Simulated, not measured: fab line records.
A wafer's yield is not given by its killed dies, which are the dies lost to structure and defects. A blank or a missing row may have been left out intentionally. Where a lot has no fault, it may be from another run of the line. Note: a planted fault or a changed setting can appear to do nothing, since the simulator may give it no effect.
Chamber matching | flow nand harc | NHARC_P_CONTACT_ALD_22 on ald metal-03: 4 sister chambers
The step deposits TiN, target thk 3 nm, pulse time 1 s, ald cycles 150. 16 wafers are shown with their chamber, then 8 later ones without.

WAFERS PAIRED WITH THEIR CHAMBERS
wafer  | chamber | heater power w (W) | precursor pulse height rel
L074.2 | 2       | 1038               | 1.027
L074.3 | 1       | 1196               | 0.998
L074.6 | 0       | 1082               | 1.015
L077.2 | 2       | 1017               | 0.964
L077.5 | 0       | 1074               | 0.978
L077.6 | 1       | 1217               | 1.015
L079.1 | 2       | 1052               | 0.984
L079.5 | 2       | 1055               | 1.004
L079.6 | 1       | 1184               | 0.975
L085.1 | 1       | 1128               | 0.992
L085.2 | 0       | 991                | 0.986
L085.3 | 3       | 1052               | 1.004
L086.1 | 1       | 1147               | 0.995
L086.2 | 3       | 1077               | 1.039
L086.6 | 2       | 1016               | 0.957
L088.1 | 1       | 1158               | 0.995

SIGNATURES, as means of the wafers listed above
reading                    | chamber 0 | chamber 1 | chamber 2 | chamber 3 | scatter within a chamber
heater power w             | 1049.00   | 1171.67   | 1035.60   | 1064.50   | 32
precursor pulse height rel | 0.99300   | 0.99500   | 0.98720   | 1.02150   | 0.0214
Rule: distance of a wafer from a chamber = root of the sum over the readings of ((wafer's reading minus chamber's mean) / reading's scatter) squared. If the next closest chamber is less than 2 further off than the closest, the wafer can't be placed; otherwise it belongs to the closest. The scatter: the root of (the sum of the squares of (reading less its chamber's mean) over the shown wafers, divided by (wafers less chambers)).

WAFERS WITHOUT THEIR CHAMBER
wafer  | heater power w (W) | precursor pulse height rel
L088.2 | 1030               | 1.008
L088.3 | 1064               | 0.998
L092.1 | 1141               | 1.024
L092.5 | 1067               | 0.997
L092.6 | 1011               | 1.048
L097.1 | 1027               | 1.004
L097.5 | 1025               | 0.995
L097.6 | 1163               | 0.969

WHICH CHAMBER EACH ONE RAN IN
wafer  | from the rows above          | in truth
L088.2 | can't be placed: 0 or 2 or 3 | 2
L088.3 | can't be placed: 0 or 2 or 3 | 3
L092.1 | can't be placed: 1 or 3 or 0 | 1
L092.5 | can't be placed: 0 or 2 or 3 | 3
L092.6 | can't be placed: 3 or 0 or 2 | 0
L097.1 | can't be placed: 2 or 0 or 3 | 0
L097.5 | can't be placed: 2 or 0 or 3 | 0
L097.6 | 1                            | 1
1 of 8 placed correctly. Unplaceable from these rows: 7, with the true chamber sitting among the candidates in 7. 0 placed wrongly.
